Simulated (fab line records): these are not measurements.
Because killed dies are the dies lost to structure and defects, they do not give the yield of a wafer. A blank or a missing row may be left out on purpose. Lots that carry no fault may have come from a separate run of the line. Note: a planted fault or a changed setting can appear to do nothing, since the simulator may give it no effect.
Lot-split experiment	flow n5_finfet	21 wafers read from 7 lots, route of 1938 steps

== THE SPLIT ITSELF ==
At N5_PMOS_HMC_CHANNEL_EPI_EXPOSE_06 (exposes mask PMOS HMC BLK, target cd 240 nm), the setting dose_mj was moved away from the recipe's 41 on 7 of the 21 wafers read, by -5.8% to +7.0%. All remaining wafers had this setting at the recipe value.

== FROM THE SPLIT TO THE READING: what the file shows between them, 2 steps ==
- N5_PMOS_HMC_CHANNEL_EPI_PEB_07: peb time 60 s
- N5_PMOS_HMC_CHANNEL_EPI_DEVELOP_08: develop time 30 s

== THE READING ==
cd_nm at N5_PMOS_HMC_CHANNEL_EPI_CD_MEAS_09, given in nm (cd target 237.4 nm). A value of 237.0 nm with a standard deviation of 0.8 nm is what fault-free wafers of this fab line usually give.

wafer	tool, chamber at the split	dose_mj as run	against the recipe	cd_nm, nm	against lot-mates on the recipe
L078.1	arfi_scanner-02, 0	41	recipe	237.2	-
L078.2	arfi_scanner-02, 0	41	recipe	236.0	-
L078.5	arfi_scanner-02, 0	41	recipe	236.4	-
L080.2	arfi_scanner-02, 0	41	recipe	237.5	-
L080.3	arfi_scanner-02, 0	42.79	+4.4%	240.6	+3.8
L080.4	arfi_scanner-02, 0	41	recipe	236.2	-
L081.1	arfi_scanner-02, 0	41	recipe	236.8	-
L081.2	arfi_scanner-02, 0	39.05	-4.8%	232.5	-4.7
L081.4	arfi_scanner-02, 0	41	recipe	237.5	-
L082.1	arfi_scanner-01, 0	41	recipe	237.6	-
L082.2	arfi_scanner-01, 0	41	recipe	237.5	-
L082.5	arfi_scanner-01, 0	38.63	-5.8%	233.1	-4.5
L087.2	arfi_scanner-01, 0	43.86	+7.0%	241.7	+4.2
L087.4	arfi_scanner-01, 0	43.86	+7.0%	243.8	+6.3
L087.5	arfi_scanner-01, 0	41	recipe	237.5	-
L089.2	arfi_scanner-01, 0	41	recipe	237.5	-
L089.3	arfi_scanner-01, 0	39.37	-4.0%	234.5	-3.0
L089.5	arfi_scanner-01, 0	39.37	-4.0%	234.4	-3.1
L094.1	arfi_scanner-03, 0	41	recipe	237.6	-
L094.2	arfi_scanner-03, 0	41	recipe	237.5	-
L094.6	arfi_scanner-03, 0	41	recipe	236.8	-

THE FIT
A straight line over all 21 wafers: cd_nm changes by +0.785 nm for each +1% of dose_mj; r = +0.97; the points scatter about the line by 0.64 nm.
The same after taking each lot's own level away (the mean of its wafers on the recipe; 21 wafers): +0.793 nm for each +1%; r = +0.98; scatter 0.54 nm.
The reading moves by 5.5 nm for the largest change in dose_mj, on that fit.
The lots' own levels span 236.53 to 237.55 nm, that is 1.3 times the standard deviation above.
The two slopes agree, so the slope changes little with the lot-to-lot level.
Check: for one of the wafers moved furthest among these (+7.0%), held out of the fit, the line's prediction against its lot-mates is +6.01 nm. Against them it came out at +4.2 nm.

== OTHER SPLITS ON THESE WAFERS ==
Before the reading, these wafers also passed through other splits. Each is held against what the fit with the lots' levels taken away leaves over:
other split on the same wafers	wafers away from the commonest value	r with cd_nm (lot level and that fit taken away)
N5_ZERO_LAYER_EXPOSE_08 dose_mj	5	+0.05
N5_ZERO_LAYER_PEB_09 peb_time_s	as run: not given for these wafers	-

== THE WHOLE CHAIN: every reading that the file lists as answering this split, in the file's order ==
step	what it does	reading	change (the file's fit)	r (the file's)
N5_PMOS_HMC_CHANNEL_EPI_CD_MEAS_09	target cd 237.4 nm	cd_nm	+0.812 nm for each +1% of the setting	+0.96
N5_PMOS_HMC_CHANNEL_EPI_DESCUM_14	chemistry O2, time 7.9 s	PMOS_HMC_CHANNEL_EPI.cd_nm (the simulator's own value, which no gauge read)	+0.803 nm for each +1% of the setting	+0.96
N5_PMOS_HMC_CHANNEL_EPI_ETCH_32	etches BARC in N2/H2, stops on SiO2, target depth 85.8 nm, time 50.3 s	PMOS_HMC_CHANNEL_EPI.cd_nm (the simulator's own value, which no gauge read)	+0.775 nm for each +1% of the setting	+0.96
N5_PMOS_HMC_CHANNEL_EPI_HM_OPEN_15	chemistry CHF3/O2, target SiO2, target depth 40.6 nm, time 20.3 s	PMOS_HMC_CHANNEL_EPI.cd_nm (the simulator's own value, which no gauge read)	+0.774 nm for each +1% of the setting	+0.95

== THE FILE'S OWN FIT ==
cd_nm changes by +0.812 nm for each +1% of dose_mj, r = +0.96.
